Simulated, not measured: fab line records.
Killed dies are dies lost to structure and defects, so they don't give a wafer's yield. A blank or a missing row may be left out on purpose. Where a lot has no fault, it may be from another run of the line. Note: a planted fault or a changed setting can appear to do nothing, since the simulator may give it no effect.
Chamber matching / flow n5-finfet / N5_BEOL_M13_ILD_DEP_00 on pecvd-02: 3 sister chambers
The step deposits SiOC from DEMS/O2, target thk 837.92 nm, time 166.4 s. 6 wafers are shown with their chamber, then 7 later ones without.

WAFERS, EACH WITH ITS CHAMBER
wafer=L076.6; chamber=1; heater-power-w (W)=552; showerhead-plenum-p-Torr (Torr)=5.657
wafer=L085.3; chamber=2; heater-power-w (W)=668; showerhead-plenum-p-Torr (Torr)=5.701
wafer=L085.4; chamber=0; heater-power-w (W)=412; showerhead-plenum-p-Torr (Torr)=5.670
wafer=L085.6; chamber=1; heater-power-w (W)=539; showerhead-plenum-p-Torr (Torr)=5.655
wafer=L090.2; chamber=2; heater-power-w (W)=663; showerhead-plenum-p-Torr (Torr)=5.698
wafer=L090.4; chamber=0; heater-power-w (W)=402; showerhead-plenum-p-Torr (Torr)=5.675

WAFERS WITHOUT THEIR CHAMBER
wafer=L090.5; heater-power-w (W)=575; showerhead-plenum-p-Torr (Torr)=5.695
wafer=L097.1; heater-power-w (W)=678; showerhead-plenum-p-Torr (Torr)=5.695
wafer=L097.2; heater-power-w (W)=483; showerhead-plenum-p-Torr (Torr)=5.686
wafer=L097.6; heater-power-w (W)=402; showerhead-plenum-p-Torr (Torr)=5.665
wafer=L079.1; heater-power-w (W)=450; showerhead-plenum-p-Torr (Torr)=5.666
wafer=L079.2; heater-power-w (W)=509; showerhead-plenum-p-Torr (Torr)=5.668
wafer=L079.6; heater-power-w (W)=413; showerhead-plenum-p-Torr (Torr)=5.679

THE CHAMBER EACH PASSED THROUGH
wafer=L090.5; from the rows above=2; in truth=2
wafer=L097.1; from the rows above=2; in truth=2
wafer=L097.2; from the rows above=0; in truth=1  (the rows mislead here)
wafer=L097.6; from the rows above=0; in truth=0
wafer=L079.1; from the rows above=0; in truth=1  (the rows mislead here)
wafer=L079.2; from the rows above=1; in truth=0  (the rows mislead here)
wafer=L079.6; from the rows above=0; in truth=0
Correctly placed: 4 of 7. Not placeable from these rows: 0. 3 placed wrongly.
How it was worked out, from the rows above alone: a wafer's distance from a chamber is the root of the sum, over the readings, of the square of ((its reading less the chamber's mean) divided by the reading's scatter). The wafer belongs to the nearest chamber; if the next one is less than 2 further off, it can't be placed. The mean given for a chamber averages the wafers shown for that chamber. The scatter is the square root of a quotient: the sum, over the shown wafers, of each reading's squared deviation from its chamber's mean, divided by wafers minus chambers.
